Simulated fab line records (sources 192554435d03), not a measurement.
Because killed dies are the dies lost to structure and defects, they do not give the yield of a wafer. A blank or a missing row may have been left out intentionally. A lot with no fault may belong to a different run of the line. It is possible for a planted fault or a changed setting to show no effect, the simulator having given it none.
Which tool is to blame?	flow n5 finfet	Sampling: 24 lots, 72 wafers, 6 of 1938 route steps

== WHAT THE GAUGES SHOWED, per wafer ==
N5_BEOL_M10_CD_MEAS_35 targets a cd of 70 nm.
lot	measured	on	cd nm (nm)
L074	day 11 22:43	cd sem-03	70.1 69.8 72.2
L076	day 12 12:26	cd sem-01	69.9 70.4 71.0
L077	day 13 02:48	cd sem-01	69.5 69.9 70.6
L075	day 13 06:49	cd sem-02	69.7 69.8 70.3
L078	day 13 13:05	cd sem-03	70.0 69.6 69.8
L079	day 13 13:59	cd sem-01	70.2 69.6 69.9
L080	day 14 03:31	cd sem-03	71.2 71.5 70.7
L081	day 14 09:52	cd sem-01	70.0 69.9 69.7
L084	day 14 14:34	cd sem-03	70.1 69.9 71.0
L082	day 14 18:50	cd sem-03	69.0 69.3 70.1
L083	day 14 22:35	cd sem-02	70.7 70.7 71.5
L087	day 15 01:44	cd sem-03	70.6 70.8 71.0
L085	day 15 02:08	cd sem-03	70.8 69.6 70.1
L086	day 16 00:33	cd sem-01	71.2 69.5 70.0
L089	day 16 09:20	cd sem-01	70.9 70.5 69.9
L090	day 16 09:25	cd sem-01	69.2 70.8 69.5
L088	day 16 12:01	cd sem-02	69.3 69.1 68.8
L092	day 17 01:29	cd sem-02	70.1 69.3 69.4
L091	day 17 06:44	cd sem-02	70.4 69.4 70.0
L093	day 17 13:10	cd sem-02	70.9 70.4 70.1
L095	day 17 18:07	cd sem-02	69.8 70.8 71.0
L094	day 17 19:08	cd sem-01	70.0 69.5 70.0
L096	day 17 20:23	cd sem-02	70.3 70.6 70.1
L097	day 18 03:23	cd sem-01	69.4 70.3 69.8

N5_BEOL_M12_CD_MEAS_28 targets a cd of 160.2 nm.
lot	measured	on	cd nm (nm)
L074	day 12 12:49	cd sem-01	158.4 158.7 159.8
L076	day 13 01:19	cd sem-03	160.5 162.0 159.7
L077	day 13 15:59	cd sem-02	160.8 159.7 160.0
L075	day 13 19:28	cd sem-01	162.1 159.6 161.0
L078	day 14 01:35	cd sem-01	158.9 159.3 160.3
L079	day 14 02:55	cd sem-02	162.6 159.4 160.0
L080	day 14 14:24	cd sem-03	160.3 162.2 160.1
L081	day 14 23:14	cd sem-03	159.7 161.1 158.9
L084	day 15 02:06	cd sem-01	157.7 161.6 158.7
L082	day 15 05:38	cd sem-03	163.4 161.5 161.2
L083	day 15 10:55	cd sem-02	161.0 163.5 161.3
L087	day 15 18:00	cd sem-02	159.7 158.4 160.1
L085	day 15 16:28	cd sem-03	159.3 158.8 159.4
L086	day 16 13:24	cd sem-02	161.3 159.4 163.3
L089	day 17 01:41	cd sem-01	158.7 161.7 159.6
L090	day 17 00:47	cd sem-03	157.7 160.6 159.6
L088	day 17 03:32	cd sem-01	159.6 158.8 157.9
L092	day 17 17:16	cd sem-03	158.5 158.6 160.9
L091	day 17 18:53	cd sem-01	159.5 160.8 160.4
L093	day 18 00:07	cd sem-01	162.1 160.5 159.0
L095	day 18 07:16	cd sem-01	160.8 160.3 161.8
L094	day 18 08:13	cd sem-03	161.6 159.5 158.2
L096	day 18 08:31	cd sem-01	161.5 158.9 160.7
L097	day 18 17:58	cd sem-01	160.2 161.2 160.7

N5_BEOL_M13_INSPECT_12: inspects for defects (macro).
lot	measured	on	raw defect count
L074	day 12 17:04	defect inspect-02	2 1 3
L076	day 13 04:58	defect inspect-02	2 3 3
L077	day 13 22:33	defect inspect-02	1 4 1
L075	day 13 23:05	defect inspect-02	1 2 3
L078	day 14 05:17	defect inspect-02	1 5 0
L079	day 14 08:03	defect inspect-02	0 2 0
L080	day 14 17:38	defect inspect-02	2 3 0
L081	day 15 03:42	defect inspect-01	2 2 1
L084	day 15 06:59	defect inspect-01	2 2 0
L082	day 15 10:14	defect inspect-01	2 2 3
L083	day 15 14:28	defect inspect-01	2 2 1
L087	day 15 23:55	defect inspect-02	1 1 2
L085	day 16 03:55	defect inspect-02	4 1 1
L086	day 16 17:23	defect inspect-02	3 3 0
L089	day 17 09:26	defect inspect-01	1 4 4
L090	day 17 03:50	defect inspect-02	2 1 0
L088	day 17 09:52	defect inspect-01	2 5 1
L092	day 17 22:14	defect inspect-02	2 6 1
L091	day 17 22:35	defect inspect-01	4 4 3
L093	day 18 06:43	defect inspect-01	2 4 2
L095	day 18 14:13	defect inspect-01	2 3 5
L094	day 18 16:02	defect inspect-01	3 1 1
L096	day 18 16:35	defect inspect-02	3 4 0
L097	day 19 00:42	defect inspect-02	0 0 1

== EACH LOT AND THE TOOL THAT RAN IT (in order: tool; ch and the chambers of the sampled wafers; start) ==
lot	N5_BEOL_M11_SPUTTER_48	N5_BEOL_M12_ETCH_68	N5_BEOL_M12_ANNEAL_48
L074	pvd sputter-01, day 12 09:17	rie diel-03 ch 0,1,2, day 12 13:05	rtp anneal-02 ch 0, day 12 15:38
L076	pvd sputter-02, day 12 22:58	rie diel-04 ch 0,2,3, day 13 01:35	rtp anneal-02 ch 0, day 13 03:33
L077	pvd sputter-01, day 13 13:01	rie diel-03 ch 0,1,2, day 13 16:38	rtp anneal-02 ch 0, day 13 21:16
L075	pvd sputter-03, day 13 16:40	rie diel-04 ch 0,2, day 13 19:46	rtp anneal-02 ch 0, day 13 21:50
L078	pvd sputter-02, day 13 23:04	rie diel-03 ch 0,2, day 14 01:52	rtp anneal-02 ch 0, day 14 03:59
L079	pvd sputter-02, day 14 00:02	rie diel-04 ch 0,1,2, day 14 03:25	rtp anneal-02 ch 0, day 14 06:38
L080	pvd sputter-01, day 14 11:41	rie diel-04 ch 1,2,3, day 14 14:47	rtp anneal-02 ch 0, day 14 16:13
L081	pvd sputter-01, day 14 20:10	rie diel-01 ch 2,3, day 14 23:58	rtp anneal-02 ch 0, day 15 02:25
L084	pvd sputter-01, day 14 23:35	rie diel-01 ch 1,2,3, day 15 02:22	rtp anneal-01 ch 0, day 15 05:34
L082	pvd sputter-03, day 15 03:07	rie diel-04 ch 1,2, day 15 05:55	rtp anneal-02 ch 0, day 15 08:55
L083	pvd sputter-01, day 15 08:05	rie diel-01 ch 1,2,3, day 15 11:12	rtp anneal-01 ch 0, day 15 13:12
L087	pvd sputter-03, day 15 15:31	rie diel-03 ch 0,1,2, day 15 18:16	rtp anneal-01 ch 0, day 15 22:38
L085	pvd sputter-02, day 15 13:38	rie diel-04 ch 1,3, day 15 17:02	rtp anneal-02 ch 0, day 16 02:32
L086	pvd sputter-03, day 16 10:39	rie diel-03 ch 1,2, day 16 13:46	rtp anneal-02 ch 0, day 16 15:59
L089	pvd sputter-01, day 16 23:13	rie diel-01 ch 0,3, day 17 01:58	rtp anneal-01 ch 0, day 17 08:10
L090	pvd sputter-01, day 16 22:26	rie diel-01 ch 1,2, day 17 01:03	rtp anneal-02 ch 0, day 17 02:37
L088	pvd sputter-03, day 17 00:39	rie diel-03 ch 0,2, day 17 03:48	rtp anneal-01 ch 0, day 17 08:23
L092	pvd sputter-03, day 17 14:16	rie diel-04 ch 1,3, day 17 17:46	rtp anneal-02 ch 0, day 17 20:54
L091	pvd sputter-01, day 17 15:52	rie diel-01 ch 0,2, day 17 19:12	rtp anneal-02 ch 0, day 17 21:10
L093	pvd sputter-03, day 17 21:21	rie diel-04 ch 0,2, day 18 00:26	rtp anneal-01 ch 0, day 18 05:25
L095	pvd sputter-01, day 18 04:45	rie diel-04 ch 1,2,3, day 18 07:33	rtp anneal-01 ch 0, day 18 12:50
L094	pvd sputter-01, day 18 05:31	rie diel-03 ch 0,2,3, day 18 08:29	rtp anneal-02 ch 0, day 18 14:45
L096	pvd sputter-03, day 18 06:02	rie diel-01 ch 0,1,2, day 18 08:56	rtp anneal-02 ch 0, day 18 15:20
L097	pvd sputter-02, day 18 15:23	rie diel-01 ch 0,2, day 18 18:14	rtp anneal-01 ch 0, day 18 23:27
- N5_BEOL_M11_SPUTTER_48: material Cu, target thk 12 nm, time 2 s.
- N5_BEOL_M12_ETCH_68: etches SOC in N2/H2, time 285 s.
- N5_BEOL_M12_ANNEAL_48: time 90 s.

== WHAT THE TOOLS THEMSELVES READ (means of the sampled wafers that have a number; where no wafer has one, the mark that the record gives instead) ==
N5_BEOL_M11_SPUTTER_48.
lot	tool	chamber pressure pa (Pa)	chuck gas flow sccm (sccm)	throttle valve pct (%)
L074	pvd sputter-01	0.13012	1.24	29.0
L076	pvd sputter-02	0.13004	1.28	30.5
L077	pvd sputter-01	0.13005	1.24	29.4
L075	pvd sputter-03	0.12996	1.28	29.4
L078	pvd sputter-02	0.13021	1.27	30.4
L079	pvd sputter-02	0.12993	1.27	30.7
L080	pvd sputter-01	0.13021	1.28	30.1
L081	pvd sputter-01	0.12984	1.26	29.5
L084	pvd sputter-01	0.12994	1.26	30.6
L082	pvd sputter-03	0.13012	1.24	30.0
L083	pvd sputter-01	0.12983	1.25	29.9
L087	pvd sputter-03	0.13005	1.27	29.3
L085	pvd sputter-02	0.12994	1.22	29.7
L086	pvd sputter-03	0.13007	1.27	30.2
L089	pvd sputter-01	0.13004	1.27	30.2
L090	pvd sputter-01	0.12959	1.20	30.5
L088	pvd sputter-03	0.12995	1.28	28.8
L092	pvd sputter-03	0.12999	1.27	29.3
L091	pvd sputter-01	0.12987	1.21	30.6
L093	pvd sputter-03	0.13012	1.28	29.4
L095	pvd sputter-01	0.13039	1.30	30.1
L094	pvd sputter-01	0.13013	1.27	29.1
L096	pvd sputter-03	0.13014	1.21	29.1
L097	pvd sputter-02	0.13023	1.23	30.5

N5_BEOL_M12_ETCH_68.
lot	tool	drypump motor current A (A)	oes product au (a.u.)	rf vpp V (V)	showerhead plenum p Torr (Torr)	throttle valve pct (%)
L074	rie diel-03	5.4	0.86	525	2.59	17.5
L076	rie diel-04	5.6	0.77	524	2.54	17.9
L077	rie diel-03	5.3	0.85	525	2.59	17.5
L075	rie diel-04	5.9	0.70	522	2.49	18.2
L078	rie diel-03	5.5	0.86	526	2.63	17.6
L079	rie diel-04	6.0	0.74	523	2.51	18.0
L080	rie diel-04	5.7	0.80	525	2.56	17.6
L081	rie diel-01	6.3	0.76	521	2.43	17.9
L084	rie diel-01	6.1	0.80	521	2.44	17.8
L082	rie diel-04	5.9	0.72	522	2.46	17.9
L083	rie diel-01	6.1	0.79	522	2.44	17.8
L087	rie diel-03	5.4	0.82	525	2.58	17.6
L085	rie diel-04	6.0	0.84	526	2.62	17.5
L086	rie diel-03	5.2	0.80	524	2.53	17.5
L089	rie diel-01	6.2	0.92	524	2.54	17.5
L090	rie diel-01	6.3	0.73	520	2.43	18.2
L088	rie diel-03	5.4	0.76	523	2.51	17.6
L092	rie diel-04	6.0	0.81	525	2.61	17.5
L091	rie diel-01	6.5	0.79	522	2.47	18.1
L093	rie diel-04	5.7	0.85	526	2.64	18.0
L095	rie diel-04	5.7	0.85	528	2.65	17.5
L094	rie diel-03	5.8	0.82	524	2.58	17.6
L096	rie diel-01	6.3	0.81	523	2.48	18.0
L097	rie diel-01	6.5	0.86	525	2.52	17.9

N5_BEOL_M12_ANNEAL_48.
lot	tool	wafer_temp_C_max
L074	rtp anneal-02	225.63
L076	rtp anneal-02	225.86
L077	rtp anneal-02	225.87
L075	rtp anneal-02	225.75
L078	rtp anneal-02	226.03
L079	rtp anneal-02	225.98
L080	rtp anneal-02	225.89
L081	rtp anneal-02	226.10
L084	rtp anneal-01	226.09
L082	rtp anneal-02	225.99
L083	rtp anneal-01	226.10
L087	rtp anneal-01	226.06
L085	rtp anneal-02	225.71
L086	rtp anneal-02	225.80
L089	rtp anneal-01	226.17
L090	rtp anneal-02	226.11
L088	rtp anneal-01	226.16
L092	rtp anneal-02	225.61
L091	rtp anneal-02	225.99
L093	rtp anneal-01	226.11
L095	rtp anneal-01	226.15
L094	rtp anneal-02	226.35
L096	rtp anneal-02	226.06
L097	rtp anneal-01	226.16

== THE ANSWER, worked out from the rows above alone ==
Rule: usual is defined by the lots themselves. The widest of any qualifying gaps counts: lots, ordered by their means at a reading, are off when they make up no more than a third of the lots, leave a main group of 4 or more, and stand apart from it by 3 or more times the standard deviation of that group's means. A main group whose means are all the same, to the digits that the tables above print for the reading, isn't used. Also off: a lot with no number at a reading for which 4 or more lots have one. The other lots that the step has rows for count as sound. Order of review: gauges by route order, followed by the tools' own readings, for which a lot's mean as printed above is used. At the first step where some lot is off, the reading lying furthest off is the one used; lots without a number count as furthest.
Nothing can be told from this: no lot is off at any reading shown.

== WHAT HAD BEEN PUT IN BY THE SIMULATOR ==
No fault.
